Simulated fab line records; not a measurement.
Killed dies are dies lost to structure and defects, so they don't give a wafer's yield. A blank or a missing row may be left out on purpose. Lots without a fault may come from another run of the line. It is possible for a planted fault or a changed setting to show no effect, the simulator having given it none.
Matching of chambers + flow n5-finfet + ald-sin-01 running N5_MOL_CONTACT_COAG_ALD_133: 4 sister chambers
The step deposits SiO2, target thk 5 nm, pulse time 1 s, co reactant pulse time 1 s. 16 wafers are shown with their chamber, then 8 later ones without.

## WAFERS PAIRED WITH THEIR CHAMBERS
| wafer  | chamber | heater-power-w (W) | precursor-pulse-height-rel |
|--------|---------|--------------------|----------------------------|
| L075.1 | 0       | 74                 | 0.990                      |
| L075.4 | 2       | 79                 | 0.948                      |
| L075.6 | 0       | 76                 | 1.027                      |
| L077.3 | 3       | 76                 | 0.992                      |
| L077.5 | 3       | 78                 | 0.970                      |
| L077.6 | 0       | 75                 | 0.984                      |
| L080.1 | 3       | 75                 | 0.974                      |
| L080.4 | 1       | 78                 | 0.984                      |
| L080.5 | 1       | 76                 | 1.004                      |
| L085.2 | 2       | 80                 | 0.999                      |
| L085.4 | 1       | 79                 | 1.030                      |
| L085.6 | 2       | 78                 | 1.007                      |
| L088.2 | 0       | 75                 | 0.979                      |
| L088.4 | 2       | 80                 | 0.998                      |
| L088.6 | 0       | 75                 | 1.000                      |
| L095.1 | 2       | 79                 | 1.035                      |

SIGNATURES, as means of the wafers listed above
| reading                    | chamber 0 | chamber 1 | chamber 2 | chamber 3 | scatter within a chamber |
|----------------------------|-----------|-----------|-----------|-----------|--------------------------|
| heater-power-w             | 75.00     | 77.67     | 79.20     | 76.33     | 1.09                     |
| precursor-pulse-height-rel | 0.99600   | 1.00600   | 0.99740   | 0.97867   | 0.0237                   |
Rule: a wafer's distance from a chamber is the root of the sum, over the readings, of the square of ((its reading less the chamber's mean) divided by the reading's scatter). If the next closest chamber is less than 2 further off than the closest, the wafer can't be placed; otherwise it belongs to the closest. The scatter: take each reading less its chamber's mean, square it, sum over the shown wafers, divide by the number of wafers less the number of chambers, and take the root.

## WAFERS WITHOUT THEIR CHAMBER
| wafer  | heater-power-w (W) | precursor-pulse-height-rel |
|--------|--------------------|----------------------------|
| L095.2 | 76                 | 1.022                      |
| L095.3 | 76                 | 1.022                      |
| L096.3 | 75                 | 1.072                      |
| L096.5 | 78                 | 0.995                      |
| L096.6 | 77                 | 0.982                      |
| L097.1 | 75                 | 1.008                      |
| L097.3 | 73                 | 0.999                      |
| L097.4 | 79                 | 1.006                      |

## WHICH CHAMBER EACH WENT THROUGH
| wafer  | from the rows above               | in truth |
|--------|-----------------------------------|----------|
| L095.2 | can't be placed: 0 or 1 or 3 or 2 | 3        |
| L095.3 | can't be placed: 0 or 1 or 3 or 2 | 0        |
| L096.3 | can't be placed: 0 or 1 or 3 or 2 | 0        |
| L096.5 | can't be placed: 1 or 2 or 3      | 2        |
| L096.6 | can't be placed: 3 or 1 or 0 or 2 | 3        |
| L097.1 | can't be placed: 0 or 3 or 1      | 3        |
| L097.3 | can't be placed: 0 or 3           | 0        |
| L097.4 | can't be placed: 2 or 1           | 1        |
0 of 8 placed correctly. These rows do not allow placing 8 (true chamber among the candidates in 8). Wrongly placed: 0.
